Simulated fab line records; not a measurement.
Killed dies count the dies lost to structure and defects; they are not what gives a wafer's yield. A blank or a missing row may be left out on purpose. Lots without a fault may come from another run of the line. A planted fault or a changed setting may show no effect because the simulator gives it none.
Which of the tools did it? | flow n5-finfet | 24 lots with 72 wafers sampled at 6 steps, on a route of 1938 steps

## WHAT THE GAUGES READ, wafer by wafer
Not one reading of a measure or inspect step in the record can be checked against a usual standard deviation.

## WHICH TOOL RAN EACH LOT (tool, then ch and the chambers of the sampled wafers, then the start)
lot  | N5_BEOL_M1_HM_OPEN_17             | N5_BEOL_M1_STRIP_97                           | N5_BEOL_M1_SPUTTER_81        | N5_BEOL_M1_SPUTTER_92        | N5_BEOL_M1_ANNEAL_95         | N5_BEOL_M1_DEP_57
L074 | rie-metal-01 ch 0, day 6 02:52    | rie-diel-01 ch 0,1,2, day 6 06:44 or earlier  | pvd-sputter-02, day 6 06:44  | pvd-sputter-02, day 6 07:37  | pvd-sputter-02, day 6 07:55  | pecvd-02 ch 0,1, day 6 09:02
L075 | rie-metal-02 ch 0, day 6 13:02    | rie-diel-02 ch 1,3, day 6 17:53 or earlier    | pvd-sputter-01, day 6 17:53  | pvd-sputter-01, day 6 18:46  | pvd-sputter-01, day 6 19:04  | pecvd-03 ch 0,1,2, day 6 20:11
L076 | rie-metal-03 ch 0,1, day 6 17:11  | rie-diel-04 ch 2,3, day 6 21:05 or earlier    | pvd-sputter-02, day 6 21:05  | pvd-sputter-02, day 6 21:58  | pvd-sputter-02, day 6 22:16  | pecvd-02 ch 0,1,2, day 7 00:05
L077 | rie-metal-03 ch 0,1, day 7 12:38  | rie-diel-01 ch 0,3, day 7 16:08 or earlier    | pvd-sputter-03, day 7 16:08  | pvd-sputter-03, day 7 17:01  | pvd-sputter-03, day 7 17:19  | pecvd-02 ch 0,1,2, day 7 18:26
L079 | rie-metal-02 ch 0,1, day 7 14:52  | rie-diel-04 ch 0,1, day 7 19:43 or earlier    | pvd-sputter-01, day 7 19:43  | pvd-sputter-01, day 7 20:35  | pvd-sputter-01, day 7 20:53  | pecvd-02 ch 0,1, day 7 22:02
L078 | rie-metal-03 ch 0,1, day 7 14:55  | rie-diel-02 ch 0,1, day 7 20:38 or earlier    | pvd-sputter-03, day 7 20:38  | pvd-sputter-03, day 7 21:31  | pvd-sputter-03, day 7 21:49  | pecvd-03 ch 0,1,2, day 7 22:59
L080 | rie-metal-02 ch 0,1, day 7 14:58  | rie-diel-04 ch 0,3, day 7 20:50 or earlier    | pvd-sputter-02, day 7 20:50  | pvd-sputter-02, day 7 21:43  | pvd-sputter-02, day 7 22:01  | pecvd-02 ch 0,2, day 7 23:19
L081 | rie-metal-01 ch 0,1, day 7 23:08  | rie-diel-02 ch 2,3, day 8 03:52 or earlier    | pvd-sputter-02, day 8 03:52  | pvd-sputter-02, day 8 04:44  | pvd-sputter-02, day 8 05:02  | pecvd-03 ch 0,1, day 8 06:11
L082 | rie-metal-02 ch 0,1, day 7 23:09  | rie-diel-04 ch 1,2,3, day 8 04:49 or earlier  | pvd-sputter-03, day 8 04:49  | pvd-sputter-03, day 8 05:41  | pvd-sputter-03, day 8 05:59  | pecvd-04 ch 1,2, day 8 07:09
L083 | rie-metal-01 ch 0,1, day 8 08:05  | rie-diel-01 ch 0,2,3, day 8 12:35 or earlier  | pvd-sputter-03, day 8 12:35  | pvd-sputter-03, day 8 13:28  | pvd-sputter-03, day 8 13:46  | pecvd-02 ch 1,2, day 8 14:53
L084 | rie-metal-01 ch 0,1, day 8 12:02  | rie-diel-04 ch 0,2,3, day 8 15:56 or earlier  | pvd-sputter-02, day 8 15:56  | pvd-sputter-02, day 8 16:49  | pvd-sputter-02, day 8 17:07  | pecvd-04 ch 0,1,2, day 8 18:14
L085 | rie-metal-03 ch 0,1, day 8 22:27  | rie-diel-02 ch 1,2,3, day 9 02:30 or earlier  | pvd-sputter-03, day 9 02:30  | pvd-sputter-03, day 9 03:23  | pvd-sputter-03, day 9 03:41  | pecvd-04 ch 0,1,2, day 9 05:04
L086 | rie-metal-02 ch 0,1, day 9 00:51  | rie-diel-01 ch 1,2,3, day 9 04:52 or earlier  | pvd-sputter-02, day 9 04:52  | pvd-sputter-02, day 9 05:44  | pvd-sputter-02, day 9 06:02  | pecvd-03 ch 0,2, day 9 07:23
L087 | rie-metal-03 ch 0,1, day 9 12:01  | rie-diel-02 ch 2,3, day 9 15:10 or earlier    | pvd-sputter-02, day 9 15:10  | pvd-sputter-02, day 9 16:02  | pvd-sputter-02, day 9 16:20  | pecvd-03 ch 0,2, day 9 17:28
L088 | rie-metal-02 ch 0, day 9 17:47    | rie-diel-01 ch 0,1,3, day 10 01:35 or earlier | pvd-sputter-02, day 10 01:35 | pvd-sputter-02, day 10 02:28 | pvd-sputter-02, day 10 02:46 | pecvd-03 ch 1,2, day 10 04:04
L089 | rie-metal-03 ch 0,1, day 10 00:14 | rie-diel-01 ch 0,1, day 10 06:20 or earlier   | pvd-sputter-01, day 10 06:20 | pvd-sputter-01, day 10 07:13 | pvd-sputter-01, day 10 07:31 | pecvd-02 ch 0,2, day 10 09:00
L090 | rie-metal-01 ch 0,1, day 10 03:56 | rie-diel-02 ch 0,2,3, day 10 07:20 or earlier | pvd-sputter-02, day 10 07:20 | pvd-sputter-02, day 10 08:13 | pvd-sputter-02, day 10 08:31 | pecvd-04 ch 1,2, day 10 10:14
L091 | rie-metal-02 ch 1, day 10 05:43   | rie-diel-02 ch 0,1,3, day 10 09:08 or earlier | pvd-sputter-03, day 10 09:08 | pvd-sputter-03, day 10 10:01 | pvd-sputter-03, day 10 10:19 | pecvd-04 ch 1,2, day 10 11:27
L092 | rie-metal-01 ch 0,1, day 10 16:06 | rie-diel-02 ch 0,1,3, day 10 20:29 or earlier | pvd-sputter-01, day 10 20:29 | pvd-sputter-01, day 10 21:22 | pvd-sputter-01, day 10 21:40 | pecvd-02 ch 0,1,2, day 10 22:49
L093 | rie-metal-02 ch 0,1, day 10 22:58 | rie-diel-01 ch 1,2, day 11 02:37 or earlier   | pvd-sputter-03, day 11 02:37 | pvd-sputter-03, day 11 03:30 | pvd-sputter-03, day 11 03:48 | pecvd-02 ch 1,2, day 11 04:58
L094 | rie-metal-03 ch 0,1, day 11 04:09 | rie-diel-04 ch 0,3, day 11 08:17 or earlier   | pvd-sputter-01, day 11 08:17 | pvd-sputter-01, day 11 09:10 | pvd-sputter-01, day 11 09:28 | pecvd-03 ch 0,1, day 11 10:35
L095 | rie-metal-02 ch 0,1, day 11 07:11 | rie-diel-01 ch 0,3, day 11 12:22 or earlier   | pvd-sputter-01, day 11 12:22 | pvd-sputter-01, day 11 13:14 | pvd-sputter-01, day 11 13:32 | pecvd-03 ch 0,2, day 11 14:40
L096 | rie-metal-01 ch 0,1, day 11 11:32 | rie-diel-01 ch 1,2, day 11 16:40 or earlier   | pvd-sputter-03, day 11 16:40 | pvd-sputter-03, day 11 17:33 | pvd-sputter-03, day 11 17:51 | pecvd-04 ch 1,2, day 11 19:11
L097 | rie-metal-02 ch 0,1, day 11 18:42 | rie-diel-04 ch 0,2, day 12 00:20 or earlier   | pvd-sputter-03, day 12 00:20 | pvd-sputter-03, day 12 01:13 | pvd-sputter-03, day 12 01:31 | pecvd-04 ch 1,2, day 12 02:38
- N5_BEOL_M1_HM_OPEN_17: chemistry Cl2/BCl3, target TiN, target depth 20 nm, overetch 6 nm.
- N5_BEOL_M1_STRIP_97: strips in N2/H2, time 10 s.
- N5_BEOL_M1_SPUTTER_81: material Cu, target thk 4.5 nm, time 8.29 s.
- N5_BEOL_M1_SPUTTER_92: material Cu, target thk 4.5 nm, time 8.29 s.
- N5_BEOL_M1_ANNEAL_95: time 240 s.
- N5_BEOL_M1_DEP_57: deposits SiCN from 3MS/NH3, target thk 8 nm, time 14 s.

## AS READ BY THE TOOLS THEMSELVES (means over the sampled wafers that have a number; for cases with no such wafer, the mark the record gives instead)
N5_BEOL_M1_HM_OPEN_17.
lot  | tool         | bias-w (W) | drypump-motor-current-A (A) | oes-product-au (a.u.) | throttle-valve-pct (%)
L074 | rie-metal-01 | 126.2      | 5.2                         | 0.77                  | 21.91
L075 | rie-metal-02 | 125.6      | 6.3                         | 0.57                  | 22.15
L076 | rie-metal-03 | 125.9      | 5.7                         | 0.74                  | 21.98
L077 | rie-metal-03 | 125.7      | 5.6                         | 0.73                  | 21.99
L079 | rie-metal-02 | 126.2      | 6.0                         | 0.65                  | 22.23
L078 | rie-metal-03 | 126.1      | 5.7                         | 0.73                  | 21.99
L080 | rie-metal-02 | 126.1      | 5.6                         | 0.74                  | 22.33
L081 | rie-metal-01 | 125.6      | 5.4                         | 0.78                  | 21.95
L082 | rie-metal-02 | 125.9      | 5.9                         | 0.64                  | 22.24
L083 | rie-metal-01 | 125.9      | 5.4                         | 0.77                  | 21.95
L084 | rie-metal-01 | 126.3      | 5.4                         | 0.77                  | 21.96
L085 | rie-metal-03 | 126.0      | 5.7                         | 0.71                  | 21.99
L086 | rie-metal-02 | 125.9      | 5.6                         | 0.72                  | 22.32
L087 | rie-metal-03 | 126.0      | 5.7                         | 0.72                  | 22.00
L088 | rie-metal-02 | 125.8      | 6.3                         | 0.55                  | 22.17
L089 | rie-metal-03 | 125.8      | 5.7                         | 0.71                  | 22.00
L090 | rie-metal-01 | 126.2      | 5.2                         | 0.74                  | 21.95
L091 | rie-metal-02 | 126.1      | 5.3                         | 0.81                  | 22.39
L092 | rie-metal-01 | 125.9      | 5.3                         | 0.73                  | 21.97
L093 | rie-metal-02 | 126.4      | 5.6                         | 0.71                  | 22.33
L094 | rie-metal-03 | 126.3      | 5.7                         | 0.70                  | 22.01
L095 | rie-metal-02 | 125.4      | 5.6                         | 0.71                  | 22.32
L096 | rie-metal-01 | 126.0      | 5.4                         | 0.73                  | 21.96
L097 | rie-metal-02 | 125.8      | 6.0                         | 0.62                  | 22.26

N5_BEOL_M1_STRIP_97.
lot  | tool        | drypump-motor-current-A (A) | oes-product-au (a.u.) | rf-vpp-V (V) | showerhead-plenum-p-Torr (Torr) | throttle-valve-pct (%)
L074 | rie-diel-01 | 5.6                         | 0.75                  | 59.8         | 2.58                            | 23.6
L075 | rie-diel-02 | 5.4                         | 0.81                  | 59.9         | 2.58                            | 23.5
L076 | rie-diel-04 | 5.1                         | 0.87                  | 59.3         | 2.61                            | 23.7
L077 | rie-diel-01 | 5.4                         | 0.80                  | 60.1         | 2.66                            | 23.5
L079 | rie-diel-04 | 5.2                         | 0.78                  | 59.6         | 2.57                            | 23.7
L078 | rie-diel-02 | 5.9                         | 0.74                  | 59.1         | 2.62                            | 23.5
L080 | rie-diel-04 | 5.7                         | 0.79                  | 58.4         | 2.43                            | 23.7
L081 | rie-diel-02 | 5.1                         | 0.77                  | 59.7         | 2.51                            | 23.7
L082 | rie-diel-04 | 5.2                         | 0.77                  | 59.1         | 2.58                            | 23.7
L083 | rie-diel-01 | 5.5                         | 0.75                  | 60.1         | 2.61                            | 23.6
L084 | rie-diel-04 | 5.3                         | 0.84                  | 59.9         | 2.53                            | 23.6
L085 | rie-diel-02 | 5.2                         | 0.77                  | 59.2         | 2.54                            | 23.6
L086 | rie-diel-01 | 5.7                         | 0.79                  | 59.7         | 2.54                            | 23.3
L087 | rie-diel-02 | 5.0                         | 0.81                  | 60.2         | 2.50                            | 23.8
L088 | rie-diel-01 | 5.7                         | 0.83                  | 60.2         | 2.58                            | 23.2
L089 | rie-diel-01 | 5.8                         | 0.91                  | 59.3         | 2.54                            | 23.1
L090 | rie-diel-02 | 5.5                         | 0.84                  | 60.1         | 2.54                            | 23.6
L091 | rie-diel-02 | 5.7                         | 0.85                  | 59.9         | 2.56                            | 23.5
L092 | rie-diel-02 | 5.7                         | 0.83                  | 59.3         | 2.56                            | 23.5
L093 | rie-diel-01 | 5.8                         | 0.86                  | 59.2         | 2.49                            | 23.2
L094 | rie-diel-04 | 5.7                         | 0.76                  | 58.9         | 2.42                            | 23.7
L095 | rie-diel-01 | 5.6                         | 0.72                  | 59.7         | 2.62                            | 23.4
L096 | rie-diel-01 | 5.8                         | 0.85                  | 59.5         | 2.49                            | 23.2
L097 | rie-diel-04 | 4.9                         | 0.87                  | 59.3         | 2.63                            | 23.5

N5_BEOL_M1_SPUTTER_81.
lot  | tool           | throttle-valve-pct (%)
L074 | pvd-sputter-02 | 31.1
L075 | pvd-sputter-01 | 30.6
L076 | pvd-sputter-02 | 30.2
L077 | pvd-sputter-03 | 28.9
L079 | pvd-sputter-01 | 31.1
L078 | pvd-sputter-03 | 30.0
L080 | pvd-sputter-02 | 29.8
L081 | pvd-sputter-02 | 30.7
L082 | pvd-sputter-03 | 30.2
L083 | pvd-sputter-03 | 29.3
L084 | pvd-sputter-02 | 30.6
L085 | pvd-sputter-03 | 29.2
L086 | pvd-sputter-02 | 30.5
L087 | pvd-sputter-02 | 30.3
L088 | pvd-sputter-02 | 30.8
L089 | pvd-sputter-01 | 30.5
L090 | pvd-sputter-02 | 30.4
L091 | pvd-sputter-03 | 29.6
L092 | pvd-sputter-01 | 30.6
L093 | pvd-sputter-03 | 29.8
L094 | pvd-sputter-01 | 30.8
L095 | pvd-sputter-01 | 30.3
L096 | pvd-sputter-03 | 30.9
L097 | pvd-sputter-03 | 30.2

N5_BEOL_M1_SPUTTER_92.
lot  | tool           | throttle-valve-pct (%)
L074 | pvd-sputter-02 | 31.1
L075 | pvd-sputter-01 | 30.7
L076 | pvd-sputter-02 | 30.1
L077 | pvd-sputter-03 | 28.9
L079 | pvd-sputter-01 | 31.0
L078 | pvd-sputter-03 | 30.0
L080 | pvd-sputter-02 | 29.8
L081 | pvd-sputter-02 | 30.6
L082 | pvd-sputter-03 | 30.1
L083 | pvd-sputter-03 | 29.2
L084 | pvd-sputter-02 | 30.5
L085 | pvd-sputter-03 | 29.2
L086 | pvd-sputter-02 | 30.2
L087 | pvd-sputter-02 | 30.1
L088 | pvd-sputter-02 | 30.8
L089 | pvd-sputter-01 | 30.6
L090 | pvd-sputter-02 | 30.4
L091 | pvd-sputter-03 | 29.7
L092 | pvd-sputter-01 | 30.4
L093 | pvd-sputter-03 | 29.8
L094 | pvd-sputter-01 | 30.8
L095 | pvd-sputter-01 | 30.2
L096 | pvd-sputter-03 | 30.8
L097 | pvd-sputter-03 | 30.1

N5_BEOL_M1_ANNEAL_95.
lot  | tool           | heater-power-w (W)
L074 | pvd-sputter-02 | 862
L075 | pvd-sputter-01 | 900
L076 | pvd-sputter-02 | 987
L077 | pvd-sputter-03 | 906
L079 | pvd-sputter-01 | 974
L078 | pvd-sputter-03 | 942
L080 | pvd-sputter-02 | 1083
L081 | pvd-sputter-02 | 998
L082 | pvd-sputter-03 | 788
L083 | pvd-sputter-03 | 817
L084 | pvd-sputter-02 | 849
L085 | pvd-sputter-03 | 800
L086 | pvd-sputter-02 | 942
L087 | pvd-sputter-02 | 944
L088 | pvd-sputter-02 | 822
L089 | pvd-sputter-01 | 941
L090 | pvd-sputter-02 | 941
L091 | pvd-sputter-03 | 866
L092 | pvd-sputter-01 | 928
L093 | pvd-sputter-03 | 900
L094 | pvd-sputter-01 | 916
L095 | pvd-sputter-01 | 924
L096 | pvd-sputter-03 | 772
L097 | pvd-sputter-03 | 801

N5_BEOL_M1_DEP_57.
lot  | tool     | showerhead-plenum-p-Torr (Torr) | throttle-valve-pct (%)
L074 | pecvd-02 | 3.663                           | 9.3
L075 | pecvd-03 | 3.671                           | 9.2
L076 | pecvd-02 | 3.672                           | 9.2
L077 | pecvd-02 | 3.665                           | 9.3
L079 | pecvd-02 | 3.672                           | 9.7
L078 | pecvd-03 | 3.670                           | 8.9
L080 | pecvd-02 | 3.672                           | 9.2
L081 | pecvd-03 | 3.678                           | 9.3
L082 | pecvd-04 | 3.682                           | 8.6
L083 | pecvd-02 | 3.671                           | 9.0
L084 | pecvd-04 | 3.669                           | 9.0
L085 | pecvd-04 | 3.672                           | 8.9
L086 | pecvd-03 | 3.657                           | 9.0
L087 | pecvd-03 | 3.663                           | 8.8
L088 | pecvd-03 | 3.680                           | 9.1
L089 | pecvd-02 | 3.670                           | 9.4
L090 | pecvd-04 | 3.682                           | 8.7
L091 | pecvd-04 | 3.669                           | 9.2
L092 | pecvd-02 | 3.669                           | 9.3
L093 | pecvd-02 | 3.669                           | 9.0
L094 | pecvd-03 | 3.670                           | 9.3
L095 | pecvd-03 | 3.659                           | 8.9
L096 | pecvd-04 | 3.670                           | 9.2
L097 | pecvd-04 | 3.673                           | 9.2

## THE ANSWER, worked out from the rows above alone
Rule: the usual values come from the lots themselves. The widest of any qualifying gaps counts: lots, ordered by their means at a reading, are off when they make up no more than a third of the lots, leave a main group of 4 or more, and stand apart from it by 3 or more times the standard deviation of that group's means. A main group whose means are all the same, to the digits that the tables above print for the reading, isn't used. Also off: a lot with no number at a reading for which 4 or more lots have one. Any other lot the step has rows for is counted as sound. Order of review: gauges by route order, followed by the tools' own readings, for which a lot's mean as printed above is used. At the first step where some lot is off, the reading lying furthest off is the one used; lots without a number count as furthest.
Nothing can be told from this: no lot is off at any reading shown.

## WHAT THE SIMULATOR HAD PUT IN
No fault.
